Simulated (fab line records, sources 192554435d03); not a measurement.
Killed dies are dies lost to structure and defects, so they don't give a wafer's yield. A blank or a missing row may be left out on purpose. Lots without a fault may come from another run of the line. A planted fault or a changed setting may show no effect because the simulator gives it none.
Split-lot experiment | flow n5_finfet | 7 lots, 39 wafers read, on a route of 1938 steps

THE SPLIT
At N5_BEOL_M6_ALD_77 (deposits TaN, target thk 2 nm, pulse time 2 s, purge time 3 s), the setting ald_cycles was moved away from the recipe's 40 on 12 of the 39 wafers read, by -42.5% to +35.0%. The other wafers ran this setting at the recipe's value.

The reading is taken at the split's own step.

THE READING
TaN_of_BEOL_M6_ALD_77.thk_nm (the simulator's own value, which no gauge read), in nm, at N5_BEOL_M6_ALD_77 (deposits TaN, target thk 2 nm, pulse time 2 s, purge time 3 s). The file gives no usual value for it.

wafer  | tool, chamber at the split | ald_cycles as run | against the recipe | TaN_of_BEOL_M6_ALD_77.thk_nm, nm | against lot-mates on the recipe
L077.1 | ald_metal-04, 3,1,2        | 40                | recipe             | 2                                | -
L077.2 | ald_metal-04, 3,1,2        | 40                | recipe             | 2                                | -
L077.6 | ald_metal-04, 3,1,2        | 40                | recipe             | 2                                | -
L077.3 | ald_metal-04, 2,0,1        | 28                | -30.0%             | 1.4                              | -0.6
L077.4 | ald_metal-04, 2,0,1        | 28                | -30.0%             | 1.4                              | -0.6
L077.5 | ald_metal-04, 2,0,1        | 28                | -30.0%             | 1.4                              | -0.6
L080.1 | ald_metal-01, 2,0,3,1,2,3  | 40                | recipe             | 2                                | -
L080.2 | ald_metal-01, 2,0,3,1,2,3  | 40                | recipe             | 2                                | -
L080.3 | ald_metal-01, 2,0,3,1,2,3  | 40                | recipe             | 2                                | -
L080.4 | ald_metal-01, 2,0,3,1,2,3  | 40                | recipe             | 2                                | -
L080.5 | ald_metal-01, 2,0,3,1,2,3  | 40                | recipe             | 2                                | -
L080.6 | ald_metal-01, 2,0,3,1,2,3  | 40                | recipe             | 2                                | -
L081.1 | ald_metal-01, 0,1          | 54                | +35.0%             | 2.8                              | +0.8
L081.3 | ald_metal-01, 0,1          | 54                | +35.0%             | 2.8                              | +0.8
L081.2 | ald_metal-01, 2            | 54                | +35.0%             | 2.6                              | +0.6
L081.4 | ald_metal-01, 3,0,3        | 40                | recipe             | 2                                | -
L081.5 | ald_metal-01, 3,0,3        | 40                | recipe             | 2                                | -
L081.6 | ald_metal-01, 3,0,3        | 40                | recipe             | 2                                | -
L084.1 | ald_metal-02, 0,3,3        | 40                | recipe             | 2                                | -
L084.3 | ald_metal-02, 0,3,3        | 40                | recipe             | 2                                | -
L084.5 | ald_metal-02, 0,3,3        | 40                | recipe             | 2                                | -
L084.2 | ald_metal-02, 2,1,2        | 23                | -42.5%             | 1.2                              | -0.8
L084.4 | ald_metal-02, 2,1,2        | 23                | -42.5%             | 1.2                              | -0.8
L084.6 | ald_metal-02, 2,1,2        | 23                | -42.5%             | 1.2                              | -0.8
L087.1 | ald_metal-04, 2,1,3        | 40                | recipe             | 2                                | -
L087.2 | ald_metal-04, 2,1,3        | 40                | recipe             | 2                                | -
L087.3 | ald_metal-04, 2,1,3        | 40                | recipe             | 2                                | -
L091.1 | ald_metal-02, 1,2,3,0,2,3  | 40                | recipe             | 2                                | -
L091.2 | ald_metal-02, 1,2,3,0,2,3  | 40                | recipe             | 2                                | -
L091.3 | ald_metal-02, 1,2,3,0,2,3  | 40                | recipe             | 2                                | -
L091.4 | ald_metal-02, 1,2,3,0,2,3  | 40                | recipe             | 2                                | -
L091.5 | ald_metal-02, 1,2,3,0,2,3  | 40                | recipe             | 2                                | -
L091.6 | ald_metal-02, 1,2,3,0,2,3  | 40                | recipe             | 2                                | -
L093.1 | ald_metal-02, 0,3,0        | 40                | recipe             | 2                                | -
L093.5 | ald_metal-02, 0,3,0        | 40                | recipe             | 2                                | -
L093.6 | ald_metal-02, 0,3,0        | 40                | recipe             | 2                                | -
L093.2 | ald_metal-02, 3,1,2        | 29                | -27.5%             | 1.4                              | -0.6
L093.3 | ald_metal-02, 3,1,2        | 29                | -27.5%             | 1.4                              | -0.6
L093.4 | ald_metal-02, 3,1,2        | 29                | -27.5%             | 1.4                              | -0.6
Where a row lists several chambers, the file gives one row for several wafers and doesn't say which wafer went through which chamber.

THE FIT
A straight line over all 39 wafers: TaN_of_BEOL_M6_ALD_77.thk_nm changes by +0.0201 nm for each +1% of ald_cycles; r = +1.00; the points scatter about the line by 0.035 nm.
The same after taking each lot's own level away (the mean of its wafers on the recipe; 39 wafers): +0.0201 nm for each +1%; r = +1.00; scatter 0.035 nm.
On that fit, the largest move of ald_cycles shifts the reading by 0.86 nm.
The lots' own levels span 2.00 to 2.00 nm.
So the lot-to-lot level changes the slope little: the two slopes agree.
Check: with one of the wafers moved furthest among these (-42.5%) left out of the fit, the line predicts -0.861 nm for it against its lot-mates. It came out at -0.8 nm against them.

OTHER SPLITS ON THESE WAFERS
These wafers also went through other splits before the reading. Each is held against what the fit with the lots' levels taken away leaves over:
other split on the same wafers           | wafers away from the commonest value | r with TaN_of_BEOL_M6_ALD_77.thk_nm (lot level and that fit taken away)
N5_BEOL_M4_TRENCH_ETCH_37 target_depth_a | 12                                   | -0.08

THE FILE'S OWN FIT
TaN_of_BEOL_M6_ALD_77.thk_nm changes by +0.0201 nm for each +1% of ald_cycles, r = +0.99.
